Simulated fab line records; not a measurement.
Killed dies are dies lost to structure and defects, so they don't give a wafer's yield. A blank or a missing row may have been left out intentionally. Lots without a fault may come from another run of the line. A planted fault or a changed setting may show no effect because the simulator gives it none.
A struck lot beside a sound one -- flow n5Finfet -- 36 steps out of a route of 1938
Sound: wafers L871.1, L871.2, L871.4. Wafers L865.1, L865.2, L865.5 were the ones struck. The cause is given at the end.
Order at every step that has rows: each side's tool, ch and its chambers, its first start. Under that, the readings that differ: sound wafers -- struck wafers -- difference of the means -- sigmas: that difference in standard deviations of wafers without a fault.
alike: readings whose means differ by less than 2 such deviations, and words and numbers that are the same on both sides. not compared: withheld readings, readings that some wafer has no value for, bounds like >300 that may hide the same value, and numbers for which the record gives no deviation and whose values overlap.
A row with sigmas, a row that says differs or no value, or rows on one side alone: a step with any of these is where the two part. Non-overlapping numbers with no deviation appear without sigmas and do not part them. Lack of a reading on every wafer of one side parts them only where that side has two or more wafers.

first, 9 steps without rows for these wafers: N5_BEOL_M4_ANNEAL_95 (time 240 s); N5_BEOL_M4_SPUTTER_96 (material Cu, target thk 4.5 nm, time 8.29 s); N5_BEOL_M4_ECD_50 (material Cu, target thk 300 nm); N5_BEOL_M4_ANNEAL_51 (time 90 s); N5_BEOL_M4_CMP_52 (polishes, stops on SiOC, t overpolish 6.8 s, target thk 40 nm); N5_BEOL_M4_PRE_CLEAN_60 (time 15 s); N5_BEOL_M4_CO_CAP_55 (material Co, precursor CCTBA/H2, target thk 2 nm, time 102.1 s); N5_BEOL_M4_PRE_CLEAN_56 (time 15 s); N5_BEOL_M4_DEP_57 (deposits SiCN from 3MS/NH3, target thk 8 nm, time 14 s).
N5_BEOL_M4_RC_MEAS_101:
  sound on prober-02 ch 0, day 13 20:50; struck on prober-02 ch 0, day 12 01:29
  alike: DIBL_N, DIBL_P, IOFF_N, IOFF_P, ION_N, ION_P, SS_N, SS_P, VT_N, VT_P
then, 24 steps without rows for these wafers: N5_BEOL_M5_ILD_DEP_00 (deposits SiCOH lowk from DEMS/porogen, target thk 140.64 nm, time 25.9 s); N5_BEOL_M5_CURE_79 (cures SiCOH lowk, time 240 s); N5_BEOL_M5_PECVD_70 (deposits SiO2 from TEOS/O2, target thk 16 nm, time 18 s); N5_BEOL_M5_HM_DEP_02 (deposits TiN, target thk 20 nm); N5_BEOL_M5_COAT_59 (time 60 s, resist thk 60 nm); N5_BEOL_M5_COAT_60 (time 60 s, resist thk 12 nm); N5_BEOL_M5_COAT_71 (time 60 s, resist thk 5 nm); N5_BEOL_M5_COAT_05 (resist thk 30 nm); N5_BEOL_M5_EBR_07; N5_BEOL_M5_SOFTBAKE_06 (time 60 s); N5_BEOL_M5_EXPOSE_08 (exposes mask M5, target cd 28 nm); N5_BEOL_M5_PEB_09 (peb time 60 s); N5_BEOL_M5_DEVELOP_10 (develop time 30 s); N5_BEOL_M5_DESCUM_16 (chemistry O2, time 7 s); N5_BEOL_M5_ETCH_72 (etches underlayer in N2/H2, target depth 6.5 nm, time 5.2 s); N5_BEOL_M5_ETCH_61 (etches SiARC in CF4, target depth 15.6 nm, time 26 s); N5_BEOL_M5_ETCH_62 (etches SOC in N2/H2, target depth 75 nm, overetch 15 nm, time 112.5 s); N5_BEOL_M5_STRIP_63 (strips in N2/H2); N5_BEOL_M5_STRIP_73 (strips in N2/H2); N5_BEOL_M5_STRIP_64 (strips in CF4); N5_BEOL_M5_HM_OPEN_17 (chemistry Cl2/BCl3, target TiN, target depth 20 nm, overetch 6 nm); N5_BEOL_M5_STRIP_19 (strips in O2); N5_BEOL_M5_COAT_65 (time 60 s, resist thk 60 nm); N5_BEOL_M5_COAT_66 (time 60 s, resist thk 12 nm).
-- the record jumps here: 4 days lie between the struck wafers' starts before and after (it left off in module BEOL_M5 and takes up again in module PASSIVATION, whose first step shown is number 1936 of the route) --
N5_PASSIVATION_SPUTTER_20: material TaN, target thk 50 nm.
  sound on pvdSputter-03, day 18 07:40; struck on pvdSputter-01, day 15 16:44
  no value came back on the struck wafers for chamberPressurePa (Pa), substrateTempC (C), throttleValvePct (%); on the sound wafers chamberPressurePa (Pa) reads 0.4007 0.4000 0.4000
N5_PASSIVATION_PROBE_49:
  sound on prober-01, day 18 14:32; struck on prober-01, day 15 22:29
reading,sound,struck,difference,sigmas
defectLimitedYield (%),90.8 91.2 91.6,83.3 82.1 81.4,-8.9,-6
killedAtOther,0 4 5,87 102 109,+96,+28
killedDies,109 104 99,197 211 220,+105,+6
killedOnRim,19 18 12,42 59 16,+23,+5
sort_bin_5_function (%),5.2 5.3 5.3,13.1 14.8 15.0,+9.0,+10
sortNPass,1071 1076 1081,983 969 960,-105,-6
sortYieldPct (%),90.8 91.2 91.6,83.3 82.1 81.4,-8.9,-6
  alike: killed_at_M0_to_M3, killed_at_M4_up, killedAtContacts, killedAtFrontEnd, killedOpen, killedShort, sort_bin_6_memory

## WHERE THEY PART
First at N5_PASSIVATION_SPUTTER_20; last, within this record, at N5_PASSIVATION_PROBE_49.

WHY: what the simulator had put in
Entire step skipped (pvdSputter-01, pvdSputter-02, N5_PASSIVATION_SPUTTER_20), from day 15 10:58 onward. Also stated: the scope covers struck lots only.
